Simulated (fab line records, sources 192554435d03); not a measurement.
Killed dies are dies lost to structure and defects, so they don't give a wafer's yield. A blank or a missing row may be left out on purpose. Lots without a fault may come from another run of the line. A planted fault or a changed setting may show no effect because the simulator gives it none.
Chamber matching | flow n5_finfet | N5_BEOL_M14_CMP_49 on cmp-03: 4 sister chambers
The step polishes, stops on SiO2, t overpolish 5.2 s, target thk 560 nm. 8 wafers are shown with their chamber, then 9 later ones without.

WAFERS WITH THEIR CHAMBER
wafer  | chamber | motor_current_A (A) | time_to_endpoint_s (s)
L077.1 | 1       | 8.7                 | 130
L085.5 | 1       | 8.9                 | 133
L088.3 | 2       | 9.5                 | 128
L092.5 | 3       | 9.5                 | 123
L092.6 | 0       | 10.0                | 122
L094.1 | 2       | 9.9                 | 128
L094.2 | 3       | 9.6                 | 122
L094.4 | 0       | 10.6                | 122

WAFERS WITHOUT THEIR CHAMBER
wafer  | motor_current_A (A) | time_to_endpoint_s (s)
L097.2 | 9.6                 | 122
L097.3 | 8.6                 | 135
L097.5 | 8.6                 | 130
L095.2 | 8.3                 | 127
L095.3 | 9.4                 | 124
L095.6 | 8.2                 | 130
L096.3 | 9.0                 | 123
L096.4 | 10.0                | 120
L096.5 | 9.8                 | 127

WHICH CHAMBER EACH WENT THROUGH
wafer  | from the rows above          | in truth
L097.2 | 3                            | 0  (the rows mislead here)
L097.3 | 1                            | 1
L097.5 | 1                            | 1
L095.2 | can't be placed: 1 or 2 or 3 | 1
L095.3 | 3                            | 3
L095.6 | 1                            | 1
L096.3 | 3                            | 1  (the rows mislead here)
L096.4 | can't be placed: 0 or 3      | 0
L096.5 | 2                            | 2
Placed correctly: 5 of 9. Can't be placed from these rows: 2 (the true chamber is among the candidates in 2). Placed wrongly: 2.
How it was worked out, from the rows above alone: a wafer's distance from a chamber is the root of the sum, over the readings, of the square of ((its reading less the chamber's mean) divided by the reading's scatter). The wafer belongs to the nearest chamber; if the next one is less than 2 further off, it can't be placed. A chamber's mean is the mean of its shown wafers. The scatter: the root of (the sum of the squares of (reading less its chamber's mean) over the shown wafers, divided by (wafers less chambers)).
